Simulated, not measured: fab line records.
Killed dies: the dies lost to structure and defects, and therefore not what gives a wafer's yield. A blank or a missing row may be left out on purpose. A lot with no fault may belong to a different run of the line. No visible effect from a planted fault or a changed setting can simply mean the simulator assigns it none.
fab line records	flow n5Finfet
record: lots: 24	wafers: 72	lastDay: 18
route steps=1938 shown BEOL_M3@933
lots that met no fault: from a run of the same line without faults
startH: hours from the record's first day to the start of the lot's first wafer shown	waitH: hours since the lot's step before	" unchanged from the row above	L1.1+2: a row that stands for several wafers	- no value, or no start given	* or withheld: withheld	< > ~ a bound
route shown NAME@n: NAME is a module with steps in the file, n the number in the route of the first one	usual: mean and standard deviation over wafers with no fault	same: alike in all rows	chamber/n: place in a boat	sites: readings site by site	_std_site: their standard deviation	_edge_site: the outer-site mean with the inner-site mean subtracted	radiusMm: for every site, how far away it sits from the centre of the wafer	mask NAME#n: copy n	behind: tool/chamber where the wafer was last shaped	hold: why the lot went on hold/how many hours it stayed there/how the hold came to an end	device: transistor that didn't switch, given as n, p or np	end of line: tests run on the same wafers once the route is complete	a step with no rows: only its recipe	killed: dies lost to structure and defects at the first sort, not the wafer's yield	map: a wafer's dies, marking killed ones x, the rest . and places with no die _
set.NAME: the setting that was run; set.NAME@STEP: the one run at that earlier step	model.NAME: the simulator's own value behind a step, which no gauge read
the route's steps for a sample of lots (tables are steps, rows are wafers)
services: the hour from which a tool's chamber was out of use, counted from the record's first day as startH (under 0 if before that day), plus the number of hours and why
== steps ==
step: N5_BEOL_M3_PECVD_72
recipe: material: SiO2	targetThkA: 160	tempC: 400	precursor: TEOS/O2	pressureTorr: 5.5	rfW: 450	teosFlowSccm: 53.8	gas: O2	flowSccm: 3000	timeS: 18
usual: heaterPowerOuterW: 416/46	heaterPowerW: 700/69	rfFwdPowerW: 444.3/1.9	showerheadPlenumPTorr: 8.77/0.056	throttleValvePct: 22.2/0.95
lot.wafer	tool	chamber	startH	waitH	heaterPowerOuterW	heaterPowerW	rfFwdPowerW	showerheadPlenumPTorr	throttleValvePct
L074.2	pecvd-03	1	138.52	0.0	480	758	444.3	8.90	21.9
L074.3	"	0	"	"	420	703	444.7	8.77	22.0
L074.4	"	1	"	"	463	753	443.0	8.88	21.7
L075.1	pecvd-03	0	150.24	0.0	487	775	443.4	8.78	22.4
L075.4	"	0	"	"	489	784	441.9	8.77	22.3
L075.6	"	1	"	"	413	707	445.7	8.88	21.7
L077.2	pecvd-03	0	153.84	0.0	463	767	444.5	8.78	22.3
L077.4	"	1	"	"	397	684	444.3	8.87	22.2
L077.5	"	0	"	"	478	771	442.2	8.77	22.5
L076.2	pecvd-04	1	157.06	0.0	467	729	441.9	8.76	21.8
L076.3	"	0	"	"	450	744	447.6	8.72	21.7
L076.5	"	2	"	"	308	505	445.7	8.70	22.5
L078.2	pecvd-04	1	172.57	0.0	457	729	442.1	8.75	21.7
L078.5	"	2	"	"	363	597	447.4	8.71	22.6
L078.6	"	0	"	"	463	754	445.8	8.76	21.9
L079.2	pecvd-02	0	175.30	0.0	322	598	441.7	8.80	25.0
L079.4	"	1	"	"	378	658	443.2	8.81	22.2
L079.6	"	2	"	"	397	704	443.7	8.75	22.5
L081.3	pecvd-03	2	190.31	0.0	343	638	442.7	8.77	21.0
L081.5	"	1	"	"	419	712	447.1	8.89	21.8
L081.6	"	2	"	"	343	658	443.4	8.77	21.1
L082.1	pecvd-04	2	196.80	0.0	369	601	443.7	8.70	22.7
L082.2	"	0	"	"	413	696	447.8	8.77	21.3
L082.3	"	1	"	"	368	611	443.9	8.78	21.7
L080.4	pecvd-03	2	197.04	0.1	379	671	442.9	8.78	21.0
L080.5	"	0	"	"	426	719	444.4	8.77	22.5
L080.6	"	1	"	"	462	755	446.5	8.90	22.0
L083.1	pecvd-04	1	203.37	0.0	405	655	444.2	8.75	21.6
L083.3	"	2	"	"	384	623	443.1	8.69	22.9
L083.4	"	1	"	"	405	657	443.6	8.75	21.6
L084.3	pecvd-03	2	206.13	0.0	400	719	441.1	8.78	21.0
L084.4	"	0	"	"	407	692	445.0	8.76	22.3
L084.6	"	1	"	"	435	718	445.3	8.88	21.8
L085.2	pecvd-02	1	207.60	0.0	352	617	444.6	8.82	22.0
L085.4	"	2	"	"	398	684	444.0	8.75	22.5
L085.6	"	0	"	"	406	718	440.5	8.84	25.1
L086.1	pecvd-04	2	211.88	0.0	383	632	444.3	8.69	22.7
L086.2	"	1	"	"	351	621	444.0	8.77	21.6
L086.4	"	1	"	"	357	611	443.0	8.72	22.0
L087.1	pecvd-04	0	218.69	0.0	420	706	446.6	8.74	21.7
L087.3	"	2	"	"	365	587	444.1	8.71	22.9
L087.6	"	0	"	"	418	701	446.3	8.77	21.7
L088.2	pecvd-04	0	222.85	0.0	496	833	447.2	8.75	21.7
L088.3	"	1	"	"	399	667	445.8	8.73	21.7
L088.6	"	2	"	"	358	594	445.4	8.68	23.0
L089.1	pecvd-03	0	229.80	0.0	470	771	444.4	8.76	22.5
L089.2	"	1	"	"	416	689	443.5	8.90	21.9
L089.3	"	2	"	"	413	749	440.6	8.77	21.1
L090.1	pecvd-04	1	241.17	0.0	436	736	442.0	8.75	21.4
L090.2	"	2	"	"	384	605	444.3	8.70	23.3
L090.3	"	0	"	"	471	792	448.4	8.76	21.7
L092.4	pecvd-03	0	247.75	0.1	454	736	443.0	8.76	22.5
L092.5	"	2	"	"	437	760	444.2	8.77	20.8
L092.6	"	1	"	"	470	751	446.3	8.92	21.9
L091.1	pecvd-02	1	256.46	0.0	453	735	445.6	8.85	22.2
L091.2	"	2	"	"	394	693	441.7	8.75	22.3
L091.6	"	0	"	"	415	725	439.8	8.82	25.1
L093.1	pecvd-03	0	258.01	0.0	486	826	442.9	8.79	22.6
L093.5	"	1	"	"	421	685	446.2	8.91	21.8
L093.6	"	0	"	"	486	807	442.8	8.78	22.6
L094.3	pecvd-02	1	266.80	0.0	395	686	444.7	8.81	22.3
L094.4	"	0	"	"	394	705	441.1	8.79	25.2
L094.6	"	1	"	"	408	678	442.9	8.83	22.0
L095.2	pecvd-04	0	280.80	0.0	446	755	445.4	8.76	21.7
L095.3	"	1	"	"	398	654	443.4	8.74	21.8
L095.6	"	2	"	"	366	603	447.3	8.71	23.6
L096.1	pecvd-04	2	283.00	0.0	343	573	443.0	8.70	23.6
L096.4	"	1	"	"	458	742	444.0	8.73	21.6
L096.6	"	0	"	"	490	825	448.6	8.75	21.9
L097.1	pecvd-04	1	292.25	0.0	457	738	442.8	8.77	21.7
L097.2	"	2	"	"	322	536	445.4	8.70	23.8
L097.4	"	2	"	"	325	545	444.2	8.70	23.7
step: N5_BEOL_M3_ETCH_69
recipe: chemistry: CF4	target: SiARC	targetDepthA: 156	maskMaterial: CAR-EUV	timeS: 26	ionEnergyEv: 80	pressureMtorr: 40	sourceW: 545	biasW: 36	Ar_flow_sccm: 100	cf4FlowSccm: 100	ends: cleared
usual: drypumpMotorCurrentA: 5.60/0.28	etchRfOnTimeS: 26.0/0.6	oesProductAu: 0.66/0.068	rfFwdPowerW: 531.7/1.6	rfVppV: 184.2/0.98	showerheadPlenumPTorr: 2.16/0.049	throttleValvePct: 15.60/0.19
lot.wafer	tool	chamber	startH	waitH	drypumpMotorCurrentA	etchRfOnTimeS	oesProductAu	rfFwdPowerW	rfHoursCounterH	rfVppV	showerheadPlenumPTorr	throttleValvePct
L074.2	rieDiel-06	3	141.09	0.0	5.30	25.6	0.74	531.9	59	184.7	2.09	15.50
L074.3	"	2	"	"	5.54	26.4	0.61	528.3	181	183.8	2.13	15.76
L074.4	"	2	"	"	5.54	26.3	0.61	531.1	-	183.8	2.13	15.75
L075.1	rieDiel-01	0	152.04	0.0	6.10	26.1	0.81	534.3	2	185.6	2.19	15.47
L075.4	"	1	"	"	5.95	25.9	0.61	532.4	220	184.5	2.20	16.01
L075.6	"	2	"	"	5.23	25.5	0.59	529.9	-	184.2	2.12	15.60
L077.2	rieDiel-01	3	155.51	0.0	5.76	25.8	0.65	533.2	188	184.2	2.22	15.44
L077.4	"	0	"	"	6.08	26.3	0.80	534.4	3	183.9	2.19	15.46
L077.5	"	3	"	"	5.74	25.6	0.65	532.1	-	183.6	2.22	15.44
L076.2	rieDiel-05	3	159.30	0.0	5.55	26.4	0.60	531.0	210	184.0	2.12	15.88
L076.3	"	1	"	"	5.28	25.5	0.72	527.9	80	184.3	2.15	15.32
L076.5	"	1	"	"	5.29	25.4	0.71	529.8	-	185.0	2.15	15.31
L078.2	rieDiel-06	3	177.39	0.0	5.29	25.6	0.71	533.0	74	183.6	2.09	15.55
L078.5	"	2	"	"	5.55	26.2	0.61	530.4	-	183.5	2.13	15.76
L078.6	"	0	"	"	5.84	27.1	0.61	530.8	-	184.6	2.22	15.68
L079.2	rieDiel-05	0	179.77	0.0	6.05	25.4	0.64	531.3	166	185.6	2.24	15.52
L079.4	"	2	"	"	5.53	25.6	0.73	534.0	51	184.7	2.18	15.54
L079.6	"	2	"	"	5.56	25.7	0.73	531.5	-	184.7	2.18	15.53
L081.3	rieDiel-06	0	193.19	0.0	5.82	27.3	0.60	530.7	179	184.2	2.22	15.70
L081.5	"	3	"	"	5.29	25.4	0.71	533.4	-	183.3	2.08	15.56
L081.6	"	0	"	"	5.83	27.2	0.61	530.6	-	185.5	2.22	15.70
L082.1	rieDiel-05	1	199.59	0.0	5.32	25.3	0.70	531.1	92	184.7	2.15	15.35
L082.2	"	3	"	"	5.52	26.5	0.60	531.2	221	183.5	2.12	15.90
L082.3	"	0	"	"	5.99	26.0	0.64	529.2	172	186.1	2.23	15.55
L080.4	rieDiel-06	2	199.64	0.0	5.55	26.4	0.61	532.6	196	183.7	2.13	15.78
L080.5	"	2	"	"	5.57	26.2	0.61	531.5	-	183.9	2.13	15.80
L080.6	"	1	"	"	5.28	26.6	0.81	530.7	-	184.5	2.21	15.28
L083.1	rieDiel-05	3	206.76	0.0	5.55	26.3	0.59	532.0	224	182.9	2.12	15.92
L083.3	"	1	"	"	5.26	25.3	0.70	532.9	95	184.3	2.15	15.35
L083.4	"	2	"	"	5.56	25.7	0.72	533.7	60	183.0	2.17	15.55
L084.3	rieDiel-06	0	209.25	0.0	5.82	27.2	0.61	533.1	186	185.0	2.22	15.71
L084.4	"	3	"	"	5.27	25.1	0.72	529.7	87	183.3	2.08	15.56
L084.6	"	3	"	"	5.30	24.9	0.71	531.6	-	182.1	2.08	15.55
L085.2	rieDiel-05	3	209.52	0.0	5.54	25.6	0.60	531.2	225	183.7	2.12	15.91
L085.4	"	1	"	"	5.28	25.0	0.70	532.2	96	183.9	2.15	15.34
L085.6	"	1	"	"	5.29	25.1	0.70	532.9	-	184.8	2.15	15.35
L086.1	rieDiel-01	2	214.25	0.0	5.27	25.7	0.57	532.1	242	185.8	2.12	15.65
L086.2	"	3	"	"	5.73	25.8	0.63	530.8	208	184.9	2.21	15.48
L086.4	"	0	"	"	6.05	26.5	0.74	534.6	25	185.0	2.18	15.51
L087.1	rieDiel-06	3	220.86	0.0	5.26	25.3	0.71	532.4	91	183.8	2.08	15.56
L087.3	"	0	"	"	5.81	27.3	0.61	530.2	189	183.5	2.21	15.71
L087.6	"	3	"	"	5.28	25.3	0.70	530.7	-	181.7	2.08	15.57
L088.2	rieDiel-01	1	224.75	0.0	5.98	26.0	0.59	530.5	246	184.1	2.19	16.06
L088.3	"	3	"	"	5.73	25.9	0.63	532.8	212	185.0	2.21	15.48
L088.6	"	3	"	"	5.77	25.9	0.62	530.7	-	185.2	2.21	15.48
L089.1	rieDiel-05	2	232.32	0.0	5.55	25.6	0.72	530.7	67	186.5	2.17	15.58
L089.2	"	3	"	"	5.52	26.2	0.59	532.3	231	184.4	2.11	15.92
L089.3	"	0	"	"	6.06	25.7	0.64	531.4	181	184.5	2.23	15.57
L090.1	rieDiel-01	2	245.42	0.0	5.27	25.7	0.57	532.5	253	184.8	2.11	15.69
L090.2	"	0	"	"	6.07	26.3	0.73	532.9	36	184.8	2.18	15.54
L090.3	"	3	"	"	5.77	26.0	0.62	531.3	220	183.2	2.21	15.50
L092.4	rieDiel-06	3	253.30	0.0	5.33	25.2	0.70	529.3	101	182.1	2.08	15.60
L092.5	"	1	"	"	5.27	26.8	0.77	531.7	-	183.5	2.20	15.32
L092.6	"	0	"	"	5.84	27.5	0.60	531.2	-	183.9	2.21	15.75
L091.1	rieDiel-06	3	258.77	0.0	5.29	25.2	0.70	532.3	103	182.3	2.08	15.60
L091.2	"	2	"	"	5.54	26.2	0.59	534.5	215	183.3	2.12	15.83
L091.6	"	3	"	"	5.31	25.2	0.70	529.8	-	182.7	2.08	15.60
L093.1	rieDiel-05	3	260.01	0.0	5.55	26.6	0.58	533.7	238	183.5	2.11	15.93
L093.5	"	3	"	"	5.54	26.5	0.58	534.9	-	183.7	2.11	15.93
L093.6	"	0	"	"	6.02	25.7	0.62	531.5	-	186.4	2.23	15.58
L094.3	rieDiel-05	3	269.14	0.0	5.52	26.3	0.58	533.2	241	183.6	2.11	15.95
L094.4	"	1	"	"	5.27	25.2	0.68	531.9	113	185.5	2.14	15.40
L094.6	"	1	"	"	5.31	25.4	0.68	530.4	-	183.7	2.14	15.39
L095.2	rieDiel-06	3	283.78	0.0	5.32	25.7	0.68	529.6	110	182.8	2.07	15.59
L095.3	"	0	"	"	5.84	27.5	0.60	537.2	205	184.6	2.21	15.73
L095.6	"	1	"	"	5.26	26.9	0.76	532.0	-	185.1	2.20	15.33
L096.1	rieDiel-05	0	286.67	0.0	5.99	25.7	0.62	534.2	196	185.4	2.23	15.59
L096.4	"	3	"	"	5.55	26.4	0.58	530.3	246	183.0	2.11	15.94
L096.6	"	1	"	"	5.30	25.4	0.68	531.7	-	184.6	2.14	15.39
L097.1	rieDiel-01	1	294.72	0.0	5.93	25.3	0.80	532.0	14	185.5	2.18	15.58
L097.2	"	0	"	"	6.07	26.6	0.70	533.0	55	183.1	2.17	15.57
L097.4	"	2	"	"	5.27	25.7	0.83	534.5	5	183.1	2.11	15.25
step: N5_BEOL_M3_DEGAS_44
recipe: ambient: vacuum	tempC: 250	timeS: 60
usual: heaterPowerW: 342/46
lot.wafer	tool	chamber	startH	waitH	heaterPowerW
L074.2	pvdSputter-01	-	150.06	0.2	271
L074.3	"	-	"	"	292
L074.4	"	-	"	"	301
L075.1	pvdSputter-02	-	153.33	0.0	345
L075.4	"	-	"	"	369
L075.6	"	-	"	"	349
L077.2	pvdSputter-03	-	166.39	0.1	353
L077.4	"	-	"	"	422
L077.5	"	-	"	"	287
L076.2	pvdSputter-03	-	166.51	0.2	429
L076.3	"	-	"	"	360
L076.5	"	-	"	"	283
L078.2	pvdSputter-03	-	183.74	0.6	355
L078.5	"	-	"	"	277
L078.6	"	-	"	"	360
L079.2	pvdSputter-02	-	186.66	0.4	367
L079.4	"	-	"	"	365
L079.6	"	-	"	"	356
L081.3	pvdSputter-03	-	196.35	0.1	341
L081.5	"	-	"	"	360
L081.6	"	-	"	"	431
L082.1	pvdSputter-02	-	202.00	0.3	352
L082.2	"	-	"	"	375
L082.3	"	-	"	"	270
L080.4	pvdSputter-01	-	202.06	0.4	311
L080.5	"	-	"	"	307
L080.6	"	-	"	"	292
L083.1	pvdSputter-03	-	215.02	0.1	352
L083.3	"	-	"	"	430
L083.4	"	-	"	"	352
L086.1	pvdSputter-02	-	220.16	0.5	354
L086.2	"	-	"	"	372
L086.4	"	-	"	"	274
L084.3	pvdSputter-02	-	222.66	0.6	363
L084.4	"	-	"	"	274
L084.6	"	-	"	"	363
L085.2	pvdSputter-03	-	222.70	0.5	286
L085.4	"	-	"	"	422
L085.6	"	-	"	"	424
L088.2	pvdSputter-02	-	230.37	1.1	272
L088.3	"	-	"	"	350
L088.6	"	-	"	"	346
L087.1	pvdSputter-02	-	230.61	0.9	352
L087.3	"	-	"	"	370
L087.6	"	-	"	"	371
L089.1	pvdSputter-03	-	240.22	1.0	285
L089.2	"	-	"	"	354
L089.3	"	-	"	"	355
L090.1	pvdSputter-03	-	247.18	0.6	357
L090.2	"	-	"	"	357
L090.3	"	-	"	"	412
L092.4	pvdSputter-02	-	257.68	0.3	362
L092.5	"	-	"	"	372
L092.6	"	-	"	"	355
L091.1	pvdSputter-03	-	264.59	0.4	349
L091.2	"	-	"	"	289
L091.6	"	-	"	"	294
L093.1	pvdSputter-01	-	270.43	0.9	274
L093.5	"	-	"	"	298
L093.6	"	-	"	"	306
L094.3	pvdSputter-01	-	274.51	0.2	297
L094.4	"	-	"	"	270
L094.6	"	-	"	"	299
L095.2	pvdSputter-03	-	285.90	0.5	293
L095.3	"	-	"	"	357
L095.6	"	-	"	"	353
L096.1	pvdSputter-03	-	288.79	0.4	362
L096.4	"	-	"	"	344
L096.6	"	-	"	"	437
L097.1	pvdSputter-03	-	302.06	0.3	424
L097.2	"	-	"	"	280
L097.4	"	-	"	"	358
step: N5_BEOL_M3_ALD_84
recipe: material: TaN	targetThkA: *	tempC: 275	aldPrecursorFamily: PDMAT	aldCoReactant: NH3	pressureTorr: 3	carrierFlowSccm: 1500	pulseTimeS: 2	purgeTimeS: 3	coReactantPurgeTimeS: 2	coReactantPulseTimeS: 3	aldCycles: 30	precursorVesselTempC: 75	precursorVesselPressureTorr: 26.25	precursorVesselCarrierSccm: 1000
usual: heaterPowerOuterW: 220/17	heaterPowerW: 408/31
lot.wafer	tool	chamber	startH	waitH	heaterPowerOuterW	heaterPowerW
L074.2	aldMetal-02	3	150.16	0.0	214	418
L074.3	"	0	"	"	218	434
L074.4	"	1	"	"	219	413
L075.1	aldMetal-02	2	153.48	0.1	254	455
L075.4	"	1	"	"	221	400
L075.6	"	1	"	"	218	416
L077.2	aldMetal-02	2	166.59	0.1	250	447
L077.4	"	3	"	"	215	420
L077.5	"	0	"	"	219	439
L076.2	aldMetal-01	2	166.63	0.1	231	421
L076.3	"	3	"	"	202	356
L076.5	"	1	"	"	239	408
L078.2	aldMetal-01	1	183.88	0.1	245	399
L078.5	"	0	"	"	198	396
L078.6	"	3	"	"	201	353
L079.2	aldMetal-04	3	186.76	0.0	199	366
L079.4	"	1	"	"	211	410
L079.6	"	1	"	"	209	407
L081.3	aldMetal-02	3	196.45	0.0	215	414
L081.5	"	1	"	"	217	414
L081.6	"	0	"	"	214	448
L082.1	aldMetal-01	0	202.10	0.0	206	395
L082.2	"	3	"	"	199	352
L082.3	"	1	"	"	246	400
L080.4	aldMetal-01	2	202.30	0.2	229	418
L080.5	"	1	"	"	246	389
L080.6	"	0	"	"	203	391
L083.1	aldMetal-04	0	215.13	0.1	234	428
L083.3	"	2	"	"	202	373
L083.4	"	3	"	"	201	375
L086.1	aldMetal-04	0	220.49	0.3	230	453
L086.2	"	3	"	"	201	372
L086.4	"	1	"	"	211	409
L084.3	aldMetal-04	1	222.76	0.0	212	408
L084.4	"	3	"	"	201	367
L084.6	"	0	"	"	230	455
L085.2	aldMetal-01	3	222.82	0.1	210	354
L085.4	"	0	"	"	205	392
L085.6	"	0	"	"	196	397
L088.2	aldMetal-02	2	230.49	0.1	246	449
L088.3	"	1	"	"	218	407
L088.6	"	2	"	"	250	460
L087.1	aldMetal-04	1	230.83	0.2	210	416
L087.3	"	3	"	"	195	369
L087.6	"	0	"	"	226	439
L089.1	aldMetal-04	3	240.32	0.0	193	375
L089.2	"	0	"	"	229	444
L089.3	"	1	"	"	213	418
L090.1	aldMetal-02	1	247.51	0.3	212	399
L090.2	"	2	"	"	255	464
L090.3	"	3	"	"	220	425
L092.4	aldMetal-01	3	257.79	0.0	205	348
L092.5	"	2	"	"	228	424
L092.6	"	3	"	"	209	347
L091.1	aldMetal-01	0	264.69	0.0	200	382
L091.2	"	1	"	"	243	402
L091.6	"	1	"	"	250	400
L093.1	aldMetal-01	2	270.56	0.1	236	437
L093.5	"	0	"	"	199	393
L093.6	"	1	"	"	243	388
L094.3	aldMetal-01	3	274.61	0.0	203	355
L094.4	"	2	"	"	231	425
L094.6	"	2	"	"	229	435
L095.2	aldMetal-02	2	286.12	0.2	248	449
L095.3	"	1	"	"	222	414
L095.6	"	3	"	"	214	414
L096.1	aldMetal-02	0	289.06	0.2	222	446
L096.4	"	2	"	"	247	439
L096.6	"	1	"	"	217	410
L097.1	aldMetal-01	2	302.16	0.0	230	422
L097.2	"	1	"	"	244	395
L097.4	"	3	"	"	203	351
step: N5_BEOL_M3_ANNEAL_89
recipe: tempC: 400	timeS: 240	ambient: vacuum
usual: heaterPowerW: 806/100
lot.wafer	tool	chamber	startH	waitH	heaterPowerW
L074.2	pvdSputter-02	-	151.67	0.0	675
L074.3	"	-	"	"	914
L074.4	"	-	"	"	914
L075.1	pvdSputter-02	-	155.17	0.0	913
L075.4	"	-	"	"	912
L075.6	"	-	"	"	694
L077.2	pvdSputter-01	-	168.12	0.0	779
L077.4	"	-	"	"	661
L077.5	"	-	"	"	791
L076.2	pvdSputter-03	-	168.35	0.0	879
L076.3	"	-	"	"	873
L076.5	"	-	"	"	707
L078.2	pvdSputter-01	-	185.35	0.0	747
L078.5	"	-	"	"	758
L078.6	"	-	"	"	796
L079.2	pvdSputter-02	-	190.14	0.0	940
L079.4	"	-	"	"	880
L079.6	"	-	"	"	948
L081.3	pvdSputter-03	-	198.47	0.0	884
L081.5	"	-	"	"	872
L081.6	"	-	"	"	1058
L082.1	pvdSputter-01	-	203.66	0.0	665
L082.2	"	-	"	"	765
L082.3	"	-	"	"	726
L080.4	pvdSputter-02	-	203.84	0.0	884
L080.5	"	-	"	"	866
L080.6	"	-	"	"	897
L083.1	pvdSputter-01	-	218.25	0.0	674
L083.3	"	-	"	"	766
L083.4	"	-	"	"	751
L086.1	pvdSputter-01	-	222.67	0.0	653
L086.2	"	-	"	"	749
L086.4	"	-	"	"	727
L084.3	pvdSputter-02	-	224.38	0.0	700
L084.4	"	-	"	"	916
L084.6	"	-	"	"	917
L085.2	pvdSputter-01	-	224.51	0.0	763
L085.4	"	-	"	"	725
L085.6	"	-	"	"	767
L088.2	pvdSputter-02	-	232.35	0.0	710
L088.3	"	-	"	"	914
L088.6	"	-	"	"	895
L087.1	pvdSputter-01	-	232.97	0.0	784
L087.3	"	-	"	"	792
L087.6	"	-	"	"	685
L089.1	pvdSputter-03	-	242.06	0.0	1064
L089.2	"	-	"	"	713
L089.3	"	-	"	"	890
L090.1	pvdSputter-02	-	250.43	0.0	910
L090.2	"	-	"	"	944
L090.3	"	-	"	"	900
L092.4	pvdSputter-01	-	259.51	0.0	663
L092.5	"	-	"	"	748
L092.6	"	-	"	"	787
L091.1	pvdSputter-01	-	266.60	0.0	668
L091.2	"	-	"	"	746
L091.6	"	-	"	"	733
L093.1	pvdSputter-01	-	272.01	0.0	756
L093.5	"	-	"	"	673
L093.6	"	-	"	"	773
L094.3	pvdSputter-02	-	276.53	0.0	910
L094.4	"	-	"	"	906
L094.6	"	-	"	"	685
L095.2	pvdSputter-02	-	287.91	0.0	927
L095.3	"	-	"	"	946
L095.6	"	-	"	"	899
L096.1	pvdSputter-01	-	290.71	0.0	775
L096.4	"	-	"	"	669
L096.6	"	-	"	"	683
L097.1	pvdSputter-02	-	305.12	0.0	877
L097.2	"	-	"	"	939
L097.4	"	-	"	"	671
step: N5_BEOL_M3_ANNEAL_93
recipe: tempC: 400	timeS: 240	ambient: vacuum
usual: heaterPowerW: 806/100
lot.wafer	tool	chamber	startH	waitH	heaterPowerW
L074.2	pvdSputter-02	-	152.11	0.0	682
L074.3	"	-	"	"	918
L074.4	"	-	"	"	918
L075.1	pvdSputter-02	-	155.61	0.0	937
L075.4	"	-	"	"	907
L075.6	"	-	"	"	692
L077.2	pvdSputter-01	-	168.56	0.0	772
L077.4	"	-	"	"	678
L077.5	"	-	"	"	786
L076.2	pvdSputter-03	-	168.79	0.0	864
L076.3	"	-	"	"	885
L076.5	"	-	"	"	721
L078.2	pvdSputter-01	-	185.79	0.0	708
L078.5	"	-	"	"	745
L078.6	"	-	"	"	782
L079.2	pvdSputter-02	-	190.58	0.0	921
L079.4	"	-	"	"	872
L079.6	"	-	"	"	905
L081.3	pvdSputter-03	-	198.91	0.0	878
L081.5	"	-	"	"	912
L081.6	"	-	"	"	1060
L082.1	pvdSputter-01	-	204.10	0.0	676
L082.2	"	-	"	"	758
L082.3	"	-	"	"	743
L080.4	pvdSputter-02	-	204.28	0.0	874
L080.5	"	-	"	"	862
L080.6	"	-	"	"	922
L083.1	pvdSputter-01	-	218.69	0.0	660
L083.3	"	-	"	"	786
L083.4	"	-	"	"	737
L086.1	pvdSputter-01	-	223.11	0.0	664
L086.2	"	-	"	"	745
L086.4	"	-	"	"	724
L084.3	pvdSputter-02	-	224.82	0.0	679
L084.4	"	-	"	"	909
L084.6	"	-	"	"	914
L085.2	pvdSputter-01	-	224.95	0.0	768
L085.4	"	-	"	"	743
L085.6	"	-	"	"	742
L088.2	pvdSputter-02	-	232.79	0.0	700
L088.3	"	-	"	"	898
L088.6	"	-	"	"	915
L087.1	pvdSputter-01	-	233.41	0.0	769
L087.3	"	-	"	"	769
L087.6	"	-	"	"	666
L089.1	pvdSputter-03	-	242.50	0.0	1053
L089.2	"	-	"	"	725
L089.3	"	-	"	"	880
L090.1	pvdSputter-02	-	250.87	0.0	922
L090.2	"	-	"	"	926
L090.3	"	-	"	"	893
L092.4	pvdSputter-01	-	259.95	0.0	674
L092.5	"	-	"	"	735
L092.6	"	-	"	"	787
L091.1	pvdSputter-01	-	267.04	0.0	669
L091.2	"	-	"	"	765
L091.6	"	-	"	"	737
L093.1	pvdSputter-01	-	272.45	0.0	750
L093.5	"	-	"	"	681
L093.6	"	-	"	"	775
L094.3	pvdSputter-02	-	277.02	0.0	927
L094.4	"	-	"	"	929
L094.6	"	-	"	"	690
L095.2	pvdSputter-02	-	288.35	0.0	915
L095.3	"	-	"	"	944
L095.6	"	-	"	"	887
L096.1	pvdSputter-01	-	291.15	0.0	792
L096.4	"	-	"	"	666
L096.6	"	-	"	"	666
L097.1	pvdSputter-02	-	305.56	0.0	887
L097.2	"	-	"	"	913
L097.4	"	-	"	"	692
== services ==
tool	chamber	startH	hours	kind
aldMetal-04	-	116.38	0.4	repair
pecvd-02	2	120.62	4.6	repair
pecvd-04	-	127.46	1.1	repair
rieDiel-06	1	130.63	9.8	repair
rieDiel-06	1	140.64	-	clean
rieDiel-06	1	140.64	-	consumableReplace:focusRing
rieDiel-06	1	140.64	25.2	scheduledDown
pecvd-04	1	141.84	5.4	repair
rieDiel-06	2	149.71	12.8	repair
pecvd-03	-	157.40	0.8	pm
rieDiel-01	3	157.99	1.5	repair
pecvd-03	-	174.99	5.5	repair
pecvd-04	0	176.00	2.2	repair
rieDiel-06	1	177.25	22.2	repair
rieDiel-06	2	194.15	4.6	repair
pecvd-04	1	208.31	2.1	scheduledDown
pecvd-02	-	233.00	0.7	repair
pecvd-04	-	252.22	14.6	pm
pvdSputter-01	-	260.51	3.0	repair
rieDiel-06	0	274.36	3.1	repair
aldMetal-01	-	279.23	2.8	pm
aldMetal-02	0	281.63	3.5	repair
aldMetal-04	-	282.81	14.6	pm
rieDiel-06	3	294.02	4.3	repair
== key ==
fault none
